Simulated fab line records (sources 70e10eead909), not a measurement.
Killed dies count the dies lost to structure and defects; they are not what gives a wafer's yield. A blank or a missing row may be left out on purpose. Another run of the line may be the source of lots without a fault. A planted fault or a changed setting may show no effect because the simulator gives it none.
Struck lot and sound lot, side by side -- flow nand harc -- 14 out of 1159 route steps
Sound: wafers L582.3, L582.4, L582.6. The struck wafers were L597.2, L597.4, L597.5. Last of all comes the cause.
For every step that has rows: the tool of each side, followed by ch and its chambers, followed by its first start. Under that, the readings that differ: sound wafers -- struck wafers -- difference of the means -- sigmas: that difference in standard deviations of wafers without a fault.
alike: a reading whose means differ by less than 2 such deviations, as well as words and numbers matching on both sides. not compared: withheld readings; readings where some wafer has no value; bounds like >300 that might hide an equal value; numbers whose values overlap and for which the record gives no deviation.
The two part at a step that has a row with sigmas, a row that says differs or no value, or rows on one side only. Non-overlapping numbers with no deviation appear without sigmas and do not part them. Lack of a reading on every wafer of one side parts them only where that side has two or more wafers.

NHARC_P_M2_DEGAS_29: time 60 s.
  struck on pvd sputter-01, day 11 07:11; sound on pvd sputter-01, day 7 11:26
  alike: heater power w
NHARC_P_M2_PRE_CLEAN_30: time 30 s.
  sound on pvd sputter-01; struck on pvd sputter-01
  alike: heater power w
NHARC_P_M2_PVD_20: deposits TaN, target thk 5 nm, time 8.06 s.
  sound on pvd sputter-01; struck on pvd sputter-01
  alike: throttle valve pct
NHARC_P_M2_PVD_21: deposits Cu, target thk 30 nm, time 20.49 s.
  sound on pvd sputter-01; struck on pvd sputter-01
  alike: throttle valve pct
then, 2 steps without rows for these wafers: NHARC_P_M2_ECD_22 (material Cu, target thk 400 nm); NHARC_P_M2_ANNEAL_31 (time 90 s).
NHARC_P_M2_CMP_23: polishes, t overpolish 20 s, target thk 144.3 nm.
  sound on cmp-02 ch 1,2,3, day 7 12:34; struck on cmp-02 ch 0,2,3, day 11 08:26
  alike: motor current A, slurry filter dp kPa, time to endpoint s
NHARC_P_M2_THK_MEAS_24: measures by xrf.
  struck on film metro-01, day 11 08:41; sound on film metro-01, day 7 12:49
  alike: thk nm
next, for these wafers, 1 step has no rows: NHARC_P_M2_SRD_25.
NHARC_P_M2_INSPECT_27:
  struck on defect inspect-01, day 11 08:50; sound on defect inspect-02, day 7 12:59
  alike: raw defect count
then, 1 step without rows for these wafers: NHARC_P_M2_PRE_CLEAN_32 (time 12 s).
NHARC_P_M2_DEP_33: deposits SiCN, target thk 30 nm.
  sound on pecvd-03 ch 1,2, day 7 13:13; struck on pecvd-03 ch 0,1, day 11 09:10
  no value came back on the struck wafers for chamber pressure Torr (Torr), heater power outer w (W), heater power w (W); on the sound wafers chamber pressure Torr (Torr) reads 2.988 2.996 3.000
  not compared: since wet clean h
then, 1 step without rows for these wafers: NHARC_P_BONDPAD_DEP_00 (deposits SiCN, target thk 250 nm).
NHARC_END_SORT_01:
  the record has rows for the sound wafers here (prober-02 ch 0, day 20 05:31) and none for the struck ones

== WHERE THEY PART ==
Earliest at NHARC_P_M2_DEP_33; latest, in this record, at NHARC_END_SORT_01.

WHY: what the simulator had put in
Step skipped in full: pecvd-03, at NHARC_P_M2_DEP_33, from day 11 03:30 onward. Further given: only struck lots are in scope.
